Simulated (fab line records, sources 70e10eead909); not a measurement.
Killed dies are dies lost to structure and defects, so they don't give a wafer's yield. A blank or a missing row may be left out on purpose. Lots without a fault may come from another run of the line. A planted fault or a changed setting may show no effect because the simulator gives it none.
Chamber matching | flow nand_harc | NHARC_A_STAIRCASE_CMP_152 on cmp-04: 4 sister chambers
The step polishes. 8 wafers are shown with their chamber, then 7 later ones without.

WAFERS WITH THEIR CHAMBER
wafer  | chamber | motor_current_A (A) | retaining_ring_pressure_frac
L078.2 | 2       | 12.1                | 1.002
L078.3 | 1       | 12.6                | 1.008
L081.2 | 1       | 12.4                | 1.004
L084.1 | 0       | 14.4                | 1.002
L086.2 | 3       | 11.4                | 1.011
L086.3 | 2       | 12.3                | 0.995
L088.1 | 0       | 14.1                | 1.009
L088.3 | 3       | 12.0                | 1.010

WAFERS WITHOUT THEIR CHAMBER
wafer  | motor_current_A (A) | retaining_ring_pressure_frac
L088.4 | 13.2                | 1.001
L092.3 | 13.2                | 0.991
L092.4 | 14.7                | 0.999
L095.2 | 11.3                | 0.996
L095.3 | 11.1                | 1.005
L095.4 | 12.9                | 1.002
L094.4 | 13.5                | 1.008

WHICH CHAMBER EACH WENT THROUGH
wafer  | from the rows above          | in truth
L088.4 | can't be placed: 1 or 2 or 0 | 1
L092.3 | can't be placed: 2 or 1 or 0 | 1
L092.4 | 0                            | 0
L095.2 | can't be placed: 2 or 3 or 1 | 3
L095.3 | can't be placed: 3 or 2      | 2
L095.4 | can't be placed: 1 or 2      | 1
L094.4 | can't be placed: 0 or 1      | 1
Placed correctly: 1 of 7. Can't be placed from these rows: 6 (the true chamber is among the candidates in 6). Placed wrongly: 0.
How it was worked out, from the rows above alone: a wafer's distance from a chamber is the root of the sum, over the readings, of the square of ((its reading less the chamber's mean) divided by the reading's scatter). The wafer belongs to the nearest chamber; if the next one is less than 2 further off, it can't be placed. A chamber's mean is the mean of its shown wafers. The scatter: the root of (the sum of the squares of (reading less its chamber's mean) over the shown wafers, divided by (wafers less chambers)).
